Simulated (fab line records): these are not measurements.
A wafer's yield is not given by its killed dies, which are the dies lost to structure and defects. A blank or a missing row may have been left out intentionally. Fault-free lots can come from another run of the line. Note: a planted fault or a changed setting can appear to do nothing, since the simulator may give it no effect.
Which tool did it?	flow nand harc	72 wafers from 24 lots sampled at 3 of the route's 1159 steps

## WHAT THE GAUGES READ, wafer by wafer
NHARC_A_CONTACT_CD_MEAS_69: target cd 200 nm.
lot	measured	on	cd nm (nm)
L075	day 16 15:31	cd sem-03	199.3 199.6 199.8
L074	day 16 15:44	cd sem-01	200.0 199.9 199.2
L077	day 16 19:13	cd sem-02	199.5 199.4 199.5
L076	day 16 19:31	cd sem-01	200.9 200.7 200.6
L079	day 17 11:00	cd sem-03	200.4 200.2 200.5
L078	day 17 12:44	cd sem-01	200.4 200.7 200.3
L081	day 18 12:58	cd sem-01	199.8 199.5 200.3
L080	day 18 13:23	cd sem-03	200.6 200.4 200.7
L085	day 19 05:10	cd sem-02	199.7 199.4 199.8
L084	day 19 08:51	cd sem-02	199.7 199.8 199.2
L082	day 19 09:15	cd sem-01	199.0 199.5 198.6
L083	day 19 18:00	cd sem-03	200.6 200.0 199.0
L087	day 19 22:04	cd sem-02	200.0 200.4 200.5
L086	day 20 03:02	cd sem-03	200.2 199.9 200.7
L089	day 20 04:20	cd sem-02	199.7 200.4 200.5
L088	day 20 06:10	cd sem-02	200.4 200.2 199.8
L090	day 20 15:06	cd sem-03	199.9 200.5 199.4
L092	day 20 16:50	cd sem-03	201.0 200.2 199.9
L091	day 20 18:46	cd sem-03	200.6 201.0 200.0
L094	day 21 05:22	cd sem-02	199.0 199.3 199.9
L093	day 21 10:38	cd sem-02	199.2 199.6 199.5
L096	day 22 00:31	cd sem-03	199.9 199.5 199.6
L095	day 22 01:56	cd sem-03	199.9 199.8 200.0
L097	day 22 15:09	cd sem-02	199.4 199.8 200.0

## EACH LOT AND THE TOOL THAT RAN IT (in order: tool; ch and the chambers of the sampled wafers; start)
lot	NHARC_A_CONTACT_ETCH_122	NHARC_A_CONTACT_DEP_57
L075	har cap etch-03 ch 0,1, day 16 07:59	acl dep-01 ch 0, day 16 13:20
L074	har cap etch-02 ch 0, day 16 09:05	acl dep-03 ch 0, day 16 13:16
L077	har cap etch-02 ch 0,1, day 16 14:04	acl dep-01 ch 0, day 16 16:35
L076	har cap etch-01 ch 0,1, day 16 14:33	acl dep-03 ch 0, day 16 16:52
L079	har cap etch-01 ch 1, day 17 06:47	acl dep-01 ch 0, day 17 08:40
L078	har cap etch-03 ch 0,1, day 17 07:15	acl dep-01 ch 0, day 17 10:23
L081	har cap etch-01 ch 0,1, day 18 07:20	acl dep-02 ch 0, day 18 10:38
L080	har cap etch-03 ch 0,1, day 18 08:47	acl dep-03 ch 0, day 18 10:59
L085	har cap etch-03 ch 0,1, day 18 21:59	acl dep-03 ch 0, day 19 03:13
L084	har cap etch-03 ch 0,1, day 19 04:17	acl dep-03 ch 0, day 19 06:58
L082	har cap etch-02 ch 0,1, day 19 04:46	acl dep-01 ch 0, day 19 06:45
L083	har cap etch-03 ch 0,1, day 19 10:11	acl dep-01 ch 0, day 19 15:32
L087	har cap etch-02 ch 0,1, day 19 17:17	acl dep-02 ch 0, day 19 19:36
L086	har cap etch-02 ch 1, day 19 22:38	acl dep-02 ch 0, day 20 00:33
L089	har cap etch-03 ch 0,1, day 19 23:47	acl dep-01 ch 0, day 20 01:59
L088	har cap etch-02 ch 0,1, day 20 01:40	acl dep-01 ch 0, day 20 03:44
L090	har cap etch-03 ch 0,1, day 20 09:09	acl dep-01 ch 0, day 20 12:37
L092	har cap etch-02 ch 0,1, day 20 11:40	acl dep-01 ch 0, day 20 14:23
L091	har cap etch-03 ch 0,1, day 20 13:25	acl dep-01 ch 0, day 20 16:05
L094	har cap etch-03 ch 0,1, day 21 00:12	acl dep-02 ch 0, day 21 02:45
L093	har cap etch-03 ch 0,1, day 21 05:35	acl dep-02 ch 0, day 21 08:11
L096	har cap etch-02 ch 0,1, day 21 19:30	acl dep-03 ch 0, day 21 22:19
L095	har cap etch-03 ch 0,1, day 21 21:36	acl dep-01 ch 0, day 21 23:28
L097	har cap etch-01 ch 1, day 22 08:17	acl dep-03 ch 0, day 22 12:49
- NHARC_A_CONTACT_ETCH_122: etches the open film in C4F8/O2/Ar, time 95 s, target depth 930 nm.
- NHARC_A_CONTACT_DEP_57: deposits aC, target thk 2800 nm.

## AS READ BY THE TOOLS THEMSELVES (means over the sampled wafers that have a number; for cases with no such wafer, the mark the record gives instead)
NHARC_A_CONTACT_DEP_57.
lot	tool	throttle valve pct (%)
L075	acl dep-01	34.998
L074	acl dep-03	35.011
L077	acl dep-01	34.996
L076	acl dep-03	35.001
L079	acl dep-01	35.004
L078	acl dep-01	35.002
L081	acl dep-02	35.001
L080	acl dep-03	35.003
L085	acl dep-03	34.994
L084	acl dep-03	35.002
L082	acl dep-01	34.996
L083	acl dep-01	35.001
L087	acl dep-02	34.992
L086	acl dep-02	34.997
L089	acl dep-01	35.012
L088	acl dep-01	35.002
L090	acl dep-01	35.001
L092	acl dep-01	35.007
L091	acl dep-01	34.996
L094	acl dep-02	35.005
L093	acl dep-02	34.994
L096	acl dep-03	34.999
L095	acl dep-01	35.003
L097	acl dep-03	34.993

## THE ANSWER, worked out from the rows above alone
Rule: the usual values come from the lots themselves. The widest of any qualifying gaps counts: lots, ordered by their means at a reading, are off when they make up no more than a third of the lots, leave a main group of 4 or more, and stand apart from it by 3 or more times the standard deviation of that group's means. The tables above print the reading to a certain number of digits; a main group whose means all agree to those digits is not used. Also off: a lot with no number at a reading for which 4 or more lots have one. Where the step has rows for the other lots, those lots are counted as sound. First the gauges in route order, then the tools' own readings, where a lot's mean is used as printed above. At the first step where some lot is off, the reading lying furthest off is the one used; lots without a number count as furthest.
None of the lots is off at any reading shown; this tells nothing.

## WHAT THE SIMULATOR HAD PUT IN
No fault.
